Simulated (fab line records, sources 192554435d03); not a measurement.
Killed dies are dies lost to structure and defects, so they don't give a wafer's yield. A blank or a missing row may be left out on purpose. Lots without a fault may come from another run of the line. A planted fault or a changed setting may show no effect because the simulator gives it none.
Chamber matching | flow n5_finfet | N5_BEOL_M9_DESCUM_16 on rie_diel-02: 4 sister chambers
The step chemistry O2, time 7.9 s. 4 wafers are shown with their chamber, then 12 later ones without.

WAFERS WITH THEIR CHAMBER
wafer  | chamber | drypump_motor_current_A (A)
L090.1 | 2       | 5.0
L091.2 | 3       | 5.5
L094.5 | 1       | 5.6
L094.6 | 0       | 5.2

WAFERS WITHOUT THEIR CHAMBER
wafer  | drypump_motor_current_A (A)
L092.1 | 5.0
L092.2 | 5.2
L092.5 | 5.0
L093.1 | 5.2
L093.2 | 5.0
L093.3 | 5.5
L093.4 | 5.7
L093.5 | 5.5
L093.6 | 5.2
L096.1 | 5.6
L096.2 | 5.5
L096.3 | 5.0

WHICH CHAMBER EACH WENT THROUGH
wafer  | from the rows above | in truth
L092.1 | 2                   | 2
L092.2 | 0                   | 0
L092.5 | 2                   | 2
L093.1 | 0                   | 0
L093.2 | 2                   | 2
L093.3 | 3                   | 3
L093.4 | 1                   | 1
L093.5 | 3                   | 3
L093.6 | 0                   | 0
L096.1 | 1                   | 1
L096.2 | 3                   | 3
L096.3 | 2                   | 2
Placed correctly: 12 of 12. Can't be placed from these rows: 0. Placed wrongly: 0.
How it was worked out, from the rows above alone: a wafer's distance from a chamber is the root of the sum, over the readings, of the square of ((its reading less the chamber's mean) divided by the reading's scatter). The wafer belongs to the nearest chamber; if the next one is less than 2 further off, it can't be placed. A chamber's mean is the mean of its shown wafers. The scatter: with one shown wafer a chamber, the root of the mean of the squares of how far each hidden wafer lies from its nearest shown one.
